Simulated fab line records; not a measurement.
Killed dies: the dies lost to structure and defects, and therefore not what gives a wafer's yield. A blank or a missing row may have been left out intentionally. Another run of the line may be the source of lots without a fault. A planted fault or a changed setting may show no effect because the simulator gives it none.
fab line records	flow n5Finfet
record: lots: 6	wafers: 18	lastDay: 17
route steps=1938 shown MIM_BOT_LITHO@1862 MIM_BOT_ETCH@1866 PASS1_CAP@1873 TV_LITHO@1875 PASSIVATION@1936
lots with no fault: from the same line, run without faults
startH: hours from the record's opening day to when the first of the lot's shown wafers began	waitH: hours since the lot's step before	" repeats the value in the row above	L1.1+2: a row that stands for several wafers	- value missing, or start not given	* or withheld: withheld	< > ~ a bound
route shown NAME@n: a module of which the file shows steps, and the number in the route of the first	usual: mean/standard deviation taken from wafers without a fault	same: alike in all rows	chamber/n: place in a boat	sites: the reading at each site	_std_site: standard deviation of those values	_edge_site: mean of outer sites minus mean of inner sites	radiusMm: for every site, how far away it sits from the centre of the wafer	mask NAME#n: copy n	behind: the tool/chamber that last shaped the wafer	hold: cause of the lot's hold/its duration in hours/its outcome	device: which transistor (n, p or np) failed to switch	end of line: at the end of the route, the tests of the same wafers	step lacking rows: just its recipe	killed: at the first sort, the dies lost to defects and structure; wafer yield is something else	map: shows each die of a wafer: x if killed, . if not, _ if none is there
set.NAME: the setting as run; set.NAME@STEP: as run at that earlier step	model.NAME: the simulator's own value behind a step, which no gauge read
lots seen at some steps along the route; tables by step, rows by wafer
services: a tool's chamber out of use, with start hour (startH, from the record's first day; less than 0 if before it), hours out, and reason
== steps ==
step: N5_MIM_BOT_LITHO_CD_MEAS_08
recipe: targetCdNm: 3000	landingEnergyEv: 500	detector: seInlens	polarity: opening
usual: cdNm: 2999.4/1.6
same: landingEnergyEv: 500
lot.wafer	tool	chamber	startH	waitH	cdNm
L837.2	cdSem-02	0	276.21	-	3001.1
L837.5	"	0	"	"	2998.4
L837.6	"	0	"	"	2999.0
L845.1	cdSem-02	0	324.24	-	3001.2
L845.3	"	0	"	"	2999.6
L845.6	"	0	"	"	2999.9
L856.1	cdSem-02	0	374.09	-	2996.6
L856.2	"	0	"	"	3001.2
L856.4	"	0	"	"	3000.5
L855.1	cdSem-03	0	378.36	-	2997.1
L855.3	"	0	"	"	2999.9
L855.6	"	0	"	"	2997.3
L857.1	cdSem-01	0	388.20	-	2999.7
L857.4	"	0	"	"	2997.6
L857.6	"	0	"	"	3001.7
L860.1	cdSem-01	0	396.98	-	2998.3
L860.2	"	0	"	"	2997.9
L860.4	"	0	"	"	3000.2
step: N5_MIM_BOT_LITHO_OVL_MEAS_11
recipe: pointsPerWafer: 44
usual: MIM_BOT_OVL: 3/4.8
lot.wafer	tool	chamber	startH	waitH	MIM_BOT_OVL[nm]
L837.2	overlay-02	0	276.24	0.0	6
L837.5	"	0	"	"	2
L837.6	"	0	"	"	9
L845.1	overlay-02	0	324.27	0.0	-3
L845.3	"	0	"	"	-2
L845.6	"	0	"	"	5
L856.1	overlay-02	0	374.12	0.0	3
L856.2	"	0	"	"	7
L856.4	"	0	"	"	16
L855.1	overlay-01	0	378.39	0.0	13
L855.3	"	0	"	"	13
L855.6	"	0	"	"	0
L857.1	overlay-01	0	388.23	0.0	-3
L857.4	"	0	"	"	-2
L857.6	"	0	"	"	0
L860.1	overlay-02	0	397.01	0.0	-1
L860.2	"	0	"	"	6
L860.4	"	0	"	"	-4
step: N5_MIM_BOT_LITHO_INSPECT_12
recipe: mode: adi	inspectInstrument: macro
usual: rawDefectCount: 2.1/1.5
lot.wafer	tool	chamber	startH	waitH	rawDefectCount
L837.2	defectInspect-01	-	276.26	0.0	3
L837.5	"	-	"	"	1
L837.6	"	-	"	"	3
L845.1	defectInspect-02	-	324.30	0.0	1
L845.3	"	-	"	"	1
L845.6	"	-	"	"	4
L856.1	defectInspect-02	-	374.14	0.0	1
L856.2	"	-	"	"	6
L856.4	"	-	"	"	4
L855.1	defectInspect-01	-	378.42	0.0	0
L855.3	"	-	"	"	0
L855.6	"	-	"	"	4
L857.1	defectInspect-01	-	388.25	0.0	4
L857.4	"	-	"	"	2
L857.6	"	-	"	"	2
L860.1	defectInspect-01	-	397.03	0.0	2
L860.2	"	-	"	"	0
L860.4	"	-	"	"	0
step: N5_MIM_BOT_LITHO_DESCUM_10
recipe: chemistry: O2	timeS: 7.9	sourcePowerW: 50	biasPowerW: 20	pressureMtorr: 20	rfFrequencyHz: 2.712e+07	tempC: 40	o2FlowSccm: 225
usual: drypumpMotorCurrentA: 6.0/0.45	oesProductAu: 0.78/0.095	rfVppV: 243.0/1.2	showerheadPlenumPTorr: 2.08/0.06	throttleValvePct: 20.52/0.24
lot.wafer	tool	chamber	startH	waitH	drypumpMotorCurrentA	oesProductAu	rfHoursCounterH	rfVppV	showerheadPlenumPTorr	throttleValvePct
L837.2	rieDiel-01	1	276.30	0.0	6.2	0.81	111	243.9	2.12	20.76
L837.5	"	2	"	"	5.6	0.74	-	241.7	2.01	20.67
L837.6	"	3	"	"	6.6	1.01	-	241.6	2.15	20.43
L845.1	rieDiel-01	3	324.33	0.0	6.7	0.97	15	244.6	2.14	20.46
L845.3	"	0	"	"	5.9	0.71	221	241.0	1.97	20.24
L845.6	"	3	"	"	6.7	0.97	-	242.8	2.14	20.46
L856.1	rieDiel-04	1	374.18	0.0	5.6	0.74	164	241.6	2.07	20.66
L856.2	"	2	"	"	6.0	0.73	174	243.0	2.07	20.16
L856.4	"	0	"	"	5.3	0.90	19	242.7	2.04	19.99
L855.1	rieDiel-04	0	378.45	0.0	5.3	0.91	21	242.7	2.04	19.99
L855.3	"	1	"	"	5.6	0.75	165	242.6	2.07	20.65
L855.6	"	1	"	"	5.5	0.75	-	243.1	2.07	20.64
L857.1	rieDiel-02	1	388.28	0.0	5.8	0.70	228	243.8	2.07	20.71
L857.4	"	2	"	"	6.6	0.69	248	243.9	2.15	20.95
L857.6	"	1	"	"	5.8	0.70	-	241.6	2.07	20.71
L860.1	rieDiel-04	2	397.07	0.0	6.0	0.72	181	244.1	2.07	20.15
L860.2	"	3	"	"	5.6	0.85	67	242.9	2.13	20.67
L860.4	"	1	"	"	5.5	0.74	171	244.2	2.07	20.65
step: N5_MIM_BOT_ETCH_ETCH_04
recipe: chemistry: CF4/O2	target: SiNx	targetDepthA: 260	timeS: 13	ionEnergyEv: 100	pressureMtorr: 40	sourceW: 535	biasW: 49	Ar_flow_sccm: 100	cf4FlowSccm: 100	O2_flow_sccm: 10
usual: drypumpMotorCurrentA: 6.0/0.45	oesProductAu: 0.78/0.096	rfVppV: 240/3.8	showerheadPlenumPTorr: 2.19/0.062	throttleValvePct: 16.07/0.2
lot.wafer	tool	chamber	startH	waitH	drypumpMotorCurrentA	oesProductAu	rfHoursCounterH	rfVppV	showerheadPlenumPTorr	throttleValvePct
L837.2	rieDiel-01	1	276.36	0.0	6.2	0.80	111	245	2.23	16.17
L837.5	"	2	"	"	5.6	0.73	-	240	2.10	16.08
L837.6	"	3	"	"	6.7	1.00	-	246	2.26	15.92
L845.1	rieDiel-01	3	324.40	0.0	6.7	0.95	15	245	2.25	15.93
L845.3	"	0	"	"	5.9	0.69	221	234	2.09	15.92
L845.6	"	3	"	"	6.7	0.96	-	245	2.25	15.93
L856.1	rieDiel-04	1	374.24	0.0	5.5	0.75	164	238	2.20	16.22
L856.2	"	2	"	"	5.9	0.71	174	237	2.19	15.81
L856.4	"	0	"	"	5.3	0.92	19	232	2.16	15.61
L855.1	rieDiel-04	0	378.52	0.0	5.3	0.92	21	233	2.16	15.62
L855.3	"	1	"	"	5.6	0.74	165	239	2.19	16.25
L855.6	"	1	"	"	5.5	0.75	-	239	2.19	16.23
L857.1	rieDiel-02	1	388.35	0.0	5.8	0.71	228	236	2.18	16.28
L857.4	"	2	"	"	6.6	0.69	248	239	2.27	16.53
L857.6	"	1	"	"	5.8	0.71	-	236	2.18	16.27
L860.1	rieDiel-04	2	397.13	0.0	6.0	0.71	181	239	2.19	15.85
L860.2	"	3	"	"	5.6	0.87	67	247	2.25	16.18
L860.4	"	1	"	"	5.5	0.75	171	238	2.19	16.22
step: N5_MIM_BOT_ETCH_ETCH_03
recipe: chemistry: Cl2/BCl3	targetDepthA: 120	pressureMtorr: 8	icpW: 800	biasW: 100	Cl2_flow_sccm: 20	bcl3FlowSccm: 80
step: N5_MIM_BOT_ETCH_ETCH_00
recipe: chemistry: Cl2/BCl3	target: TiN	targetDepthA: 455	ionEnergyEv: 150	pressureMtorr: 10	icpW: 1000	biasW: 126	Cl2_flow_sccm: 53.25	bcl3FlowSccm: 21.75	Ar_flow_sccm: 25
usual: drypumpMotorCurrentA: 5.7/0.55	oesProductAu: 0.76/0.12	throttleValvePct: 21.79/0.27
lot.wafer	tool	chamber	startH	waitH	drypumpMotorCurrentA	oesProductAu	rfHoursCounterH	throttleValvePct
L837.2	rieMetal-02	0	276.54	0.1	5.2	0.67	92	21.73
L837.5	"	0	"	"	5.2	0.66	-	21.72
L837.6	"	1	"	"	6.5	0.68	-	21.61
L845.1	rieMetal-02	0	324.58	0.1	5.2	0.66	98	21.73
L845.3	"	0	"	"	5.1	0.67	-	21.73
L845.6	"	1	"	"	6.5	0.67	-	21.62
L856.1	rieMetal-02	0	374.42	0.1	5.1	0.64	105	21.76
L856.2	"	1	"	"	6.5	0.95	4	21.58
L856.4	"	1	"	"	6.5	0.96	-	21.59
L855.1	rieMetal-01	1	378.69	0.1	5.7	0.70	65	21.56
L855.3	"	1	"	"	5.8	0.70	-	21.57
L855.6	"	0	"	"	5.7	0.97	-	22.45
L857.1	rieMetal-02	1	388.53	0.1	6.4	0.94	5	21.60
L857.4	"	0	"	"	5.2	0.64	-	21.75
L857.6	"	1	"	"	6.5	0.94	-	21.60
L860.1	rieMetal-01	0	397.31	0.1	5.7	0.94	2	22.47
L860.2	"	1	"	"	5.7	0.69	67	21.58
L860.4	"	1	"	"	5.7	0.69	-	21.54
step: N5_MIM_BOT_ETCH_STRIP_01
recipe: chemistry: O2	powerW: 600	tempC: 60	pressureMtorr: 30	rfFrequencyHz: 6e+07	biasPowerW: 0	overashFraction: 0.5	o2FlowSccm: 225
usual: drypumpMotorCurrentA: 6.0/0.45	oesProductAu: 0.78/0.087	rfVppV: 3.5/1.2	showerheadPlenumPTorr: 2.09/0.059	throttleValvePct: 16.77/0.23
lot.wafer	tool	chamber	startH	waitH	drypumpMotorCurrentA	oesProductAu	rfHoursCounterH	rfVppV	showerheadPlenumPTorr	throttleValvePct
L837.2	rieDiel-02	1	276.79	0.2	5.8	0.76	183	1.7	2.09	16.91
L837.5	"	0	"	"	6.2	0.85	-	3.5	2.14	16.64
L837.6	"	1	"	"	5.8	0.74	-	3.9	2.09	16.89
L845.1	rieDiel-01	3	324.72	0.1	6.7	0.96	15	5.7	2.15	16.64
L845.3	"	0	"	"	5.9	0.69	222	4.5	1.97	16.56
L845.6	"	1	"	"	6.2	0.81	-	3.8	2.12	16.89
L856.1	rieDiel-01	0	374.56	0.1	5.9	0.69	239	4.0	1.97	16.62
L856.2	"	3	"	"	6.7	0.91	32	4.1	2.14	16.65
L856.4	"	3	"	"	6.8	0.92	-	2.4	2.14	16.65
L855.1	rieDiel-01	3	378.84	0.1	6.7	0.89	34	2.0	2.14	16.62
L855.3	"	0	"	"	5.9	0.70	240	3.7	1.97	16.58
L855.6	"	0	"	"	5.9	0.70	-	3.9	1.97	16.60
L857.1	rieDiel-02	3	388.67	0.1	5.2	0.95	8	3.5	2.07	16.33
L857.4	"	1	"	"	5.8	0.73	228	2.0	2.07	16.98
L857.6	"	1	"	"	5.8	0.71	-	3.0	2.07	16.97
L860.1	rieDiel-01	1	397.45	0.1	6.2	0.80	144	3.4	2.11	17.03
L860.2	"	3	"	"	6.6	0.89	40	3.8	2.14	16.63
L860.4	"	2	"	"	5.6	0.70	185	3.6	2.00	16.94
step: N5_MIM_BOT_ETCH_STRIP_02
recipe: chemistry: postEtchResidueRemover	timeS: 1200	tempC: 72.5
step: N5_MIM_BOT_ETCH_CLEAN_05
recipe: chemistry: IPA	timeS: 180	tempC: 25
step: N5_MIM_BOT_ETCH_SRD_06
recipe: dry: ipaMarangoni	timeS: 30	tempC: 23	rinseLiquid: diw
step: N5_PASSIVATION_PECVD_55
recipe: material: SiO2	targetThkA: 4000	tempC: 400	precursor: SiH4/N2O	pressureTorr: 2.7	rfW: 608	timeS: 22.5
usual: chamberPressureTorr: 2.699/0.0062	heaterPowerOuterW: 393/47	heaterPowerW: 683/65	showerheadPlenumPTorr: 8.16/0.087	throttleValvePct: 51.6/2.8
lot.wafer	tool	chamber	startH	waitH	chamberPressureTorr	heaterPowerOuterW	heaterPowerW	showerheadPlenumPTorr	sinceWetCleanH	throttleValvePct
L837.2	pecvd-02	1	277.69	0.0	2.697	363	676	8.26	1888	55.1
L837.5	"	1	"	"	2.698	383	673	8.25	-	55.2
L837.6	"	2	"	"	2.712	390	673	8.05	-	54.9
L845.1	pecvd-04	1	325.22	0.0	2.701	476	778	8.20	2117	49.7
L845.3	"	2	"	"	2.713	371	611	8.09	638	49.3
L845.6	"	0	"	"	2.691	394	698	8.08	-	52.7
L856.1	pecvd-01	1	375.06	0.0	2.688	408	760	8.03	1623	51.4
L856.2	"	2	"	"	2.701	363	681	8.23	144	47.1
L856.4	"	0	"	"	2.699	356	615	8.21	-	52.7
L855.1	pecvd-04	0	379.34	0.0	2.691	364	693	8.10	1446	52.7
L855.3	"	0	"	"	2.694	374	704	8.10	-	52.3
L855.6	"	2	"	"	2.704	335	560	8.10	-	49.5
L857.1	pecvd-04	0	389.21	0.0	2.689	385	706	8.06	1456	52.6
L857.4	"	0	"	"	2.687	385	741	8.09	-	52.4
L857.6	"	2	"	"	2.698	383	624	8.12	-	49.9
L860.1	pecvd-01	0	397.95	0.0	2.699	355	640	8.21	921	53.0
L860.2	"	1	"	"	2.699	418	778	8.04	1646	51.4
L860.4	"	1	"	"	2.711	445	816	8.04	-	51.8
step: N5_PASSIVATION_PECVD_01
recipe: material: SiNx	targetThkA: 2000	tempC: 400	precursor: SiH4/NH3/N2	pressureTorr: 4.9	rfW: 1406	timeS: 43.2
usual: chamberPressureTorr: 4.901/0.011	heaterPowerOuterW: 189/43	heaterPowerW: 415/59	showerheadPlenumPTorr: 8.67/0.062	throttleValvePct: 29.2/1.5
lot.wafer	tool	chamber	startH	waitH	chamberPressureTorr	heaterPowerOuterW	heaterPowerW	showerheadPlenumPTorr	sinceWetCleanH	throttleValvePct
L837.2	pecvd-02	1	277.73	0.0	4.920	190	428	8.75	1888	31.0
L837.5	"	1	"	"	4.912	191	429	8.75	-	31.4
L837.6	"	2	"	"	4.893	211	435	8.59	-	31.1
L845.1	pecvd-04	1	325.26	0.0	4.894	269	505	8.70	2117	27.9
L845.3	"	2	"	"	4.899	119	283	8.64	638	28.0
L845.6	"	0	"	"	4.885	139	386	8.62	-	29.8
L856.1	pecvd-01	1	375.10	0.0	-	-	-	-	-	-
L856.2	"	2	"	"	-	-	-	-	-	-
L856.4	"	0	"	"	-	-	-	-	-	-
L855.1	pecvd-04	0	379.39	0.0	-	-	-	-	-	-
L855.3	"	0	"	"	-	-	-	-	-	-
L855.6	"	2	"	"	-	-	-	-	-	-
L857.1	pecvd-04	0	389.26	0.0	4.898	159	408	8.62	1456	29.5
L857.4	"	0	"	"	4.892	162	419	8.61	-	29.8
L857.6	"	2	"	"	4.899	130	302	8.65	-	28.2
L860.1	pecvd-01	0	397.99	0.0	4.889	176	392	8.68	921	29.9
L860.2	"	1	"	"	4.893	247	548	8.62	1646	29.4
L860.4	"	1	"	"	4.905	246	551	8.59	-	29.2
step: N5_PASSIVATION_HMDS_03
recipe: timeS: 60	tempC: 120
step: N5_PASSIVATION_PROBE_49
usual: defectLimitedYield: 91.0/1.5	killed_at_M0_to_M3: 35/11	killed_at_M4_up: 13/6	killedAtContacts: 14/6.5	killedAtFrontEnd: 40/12	killedAtOther: 4/3.4	killedDies: 106/18	killedOpen: 68/14	killedShort: 35/7.7	sort_bin_5_function: 5.2/0.98	sort_bin_6_memory: 3.4/0.72	sort_bin_8_speed: 0.02/0.24	sortNPass: 1074/18	sortYieldPct: 91.0/1.5
same: grossDies: 1180	killedAtBackSide: 0	sort_bin_4_leakage[%]: 0
lot.wafer	tool	chamber	startH	waitH	defectLimitedYield[%]	killed_at_M0_to_M3	killed_at_M4_up	killedAtContacts	killedAtFrontEnd	killedAtOther	killedDies	killedOpen	killedShort	sort_bin_5_function[%]	sort_bin_6_memory[%]	sort_bin_8_speed[%]	sortNPass	sortYieldPct[%]
L837.2	prober-02	-	289.79	0.1	91.2	38	24	15	23	4	104	70	32	5.7	3.1	0	1076	91.2
L837.5	prober-02	-	289.94	0.2	90.3	33	19	13	48	2	115	75	38	5.3	3.8	0	1065	90.3
L837.6	prober-02	-	289.99	0.3	89.3	42	17	15	50	2	126	75	48	6.0	3.9	0	1054	89.3
L855.3	prober-01	-	386.98	0.1	90.9	37	4	13	52	1	107	70	34	5.4	3.5	0	1073	90.9
L860.1	prober-01	-	407.77	0.3	90.7	46	3	9	50	2	110	66	41	4.8	4.1	0	1070	90.7
L860.2	prober-01	-	407.82	0.4	91.7	40	8	24	25	1	98	64	34	4.7	3.4	0	1082	91.7
L860.4	prober-01	-	407.92	0.5	91.7	36	16	14	28	4	98	68	25	5.4	2.9	0	1082	91.7
killed by level:class
L837.2 BEOL_M0_SAQP:geometricParticle:short=12 MOL_CONTACT_COAG:geometricParticle:open=11 BEOL_M0_SAQP:geometricParticle:open=10 BEOL_M4:geometricParticle:open=9 STI_FIN_REVEAL:geometricParticle:open=7 FIN_SAQP:geometricParticle:open=5 FIN_SAQP:geometricParticle:short=4 MOL_CONTACT_COAG:geometricParticle:short=4
L837.5 FIN_SAQP:geometricParticle:short=13 MOL_CONTACT_COAG:geometricParticle:open=10 STI_FIN_REVEAL:geometricParticle:open=9 BEOL_M3:geometricParticle:open=9 BEOL_M0_SAQP:geometricParticle:open=6 BEOL_M2:geometricParticle:open=6 FIN_SAQP:geometricParticle:open=5 BEOL_M0_SAQP:geometricParticle:short=5
L837.6 STI_FIN_REVEAL:geometricParticle:open=14 FIN_SAQP:geometricParticle:short=13 MOL_CONTACT_COAG:geometricParticle:open=12 BEOL_M4:geometricParticle:open=11 BEOL_M2:geometricParticle:open=9 BEOL_M0_SAQP:geometricParticle:short=8 BEOL_M1:geometricParticle:open=7 BEOL_M0_SAQP:geometricParticle:open=6
L855.3 STI_FIN_REVEAL:geometricParticle:open=14 FIN_SAQP:geometricParticle:open=10 MOL_CONTACT_COAG:geometricParticle:open=10 BEOL_M0_SAQP:geometricParticle:open=10 FIN_SAQP:geometricParticle:short=9 BEOL_M0_SAQP:geometricParticle:short=9 STI_FIN_REVEAL:geometricParticle:short=8 BEOL_M2:geometricParticle:open=4
L860.1 FIN_SAQP:geometricParticle:open=19 BEOL_M0_SAQP:geometricParticle:short=18 MOL_CONTACT_COAG:geometricParticle:open=9 STI_FIN_REVEAL:geometricParticle:open=8 BEOL_M0_SAQP:geometricParticle:open=8 BEOL_M2:geometricParticle:open=7 FIN_SAQP:geometricParticle:short=6 BEOL_M1:geometricParticle:open=6
L860.2 MOL_CONTACT_COAG:geometricParticle:open=19 BEOL_M2:geometricParticle:open=13 BEOL_M0_SAQP:geometricParticle:short=10 BEOL_M0_SAQP:geometricParticle:open=6 FIN_SAQP:geometricParticle:open=5 FIN_SAQP:geometricParticle:short=5 STI_FIN_REVEAL:geometricParticle:open=5 MOL_CONTACT_COAG:geometricParticle:short=5
L860.4 BEOL_M0_SAQP:geometricParticle:open=12 MOL_CONTACT_COAG:geometricParticle:open=9 FIN_SAQP:geometricParticle:open=8 BEOL_M4:geometricParticle:open=7 STI_FIN_REVEAL:geometricParticle:open=6 BEOL_M3:geometricParticle:open=6 BEOL_M1:geometricParticle:open=5 BEOL_M2:geometricParticle:open=5
== services ==
tool	chamber	startH	hours	kind
pecvd-01	1	260.05	5.9	repair
pecvd-02	-	265.18	2.9	repair
pecvd-02	-	268.09	2.8	pm
rieDiel-01	1	269.22	5.2	repair
rieDiel-01	-	280.26	14.6	pm
rieDiel-04	0	305.44	-	clean
rieDiel-04	0	305.44	-	consumableReplace:focusRing
rieDiel-04	0	305.44	17.7	scheduledDown
rieDiel-04	0	305.44	17.7	ventCycle
rieDiel-01	1	315.35	8.1	repair
rieDiel-02	1	318.16	4.5	repair
rieDiel-02	3	322.29	6.9	repair
pecvd-02	-	323.87	14.6	pm
rieMetal-02	1	328.68	-	clean
rieMetal-02	-	366.12	0.7	repair
rieDiel-02	1	372.11	5.3	repair
rieDiel-01	2	372.55	2.4	repair
pecvd-04	1	378.30	10.9	repair
rieDiel-02	-	382.23	3.2	repair
pecvd-04	1	389.33	-	clean
pecvd-04	1	389.33	-	consumableReplace:showerhead
pecvd-04	1	389.33	29.0	scheduledDown
pecvd-04	1	389.33	29.0	ventCycle
pecvd-04	0	397.30	8.2	repair
== key ==
firstSign: step: N5_PASSIVATION_PECVD_01	reading: toolRecord	direction: missing
effect none on later readings
metAt N5_PASSIVATION_PECVD_01
struckWafers L855.1,L855.3,L855.6,L856.1,L856.2,L856.4
onsetBetween 325.26 375.10
fault: kind: skippedStepWhole	tool: pecvd-01,pecvd-04	chamber: -	onsetH: 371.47	steps: N5_PASSIVATION_PECVD_01	scope: struckLotsOnly
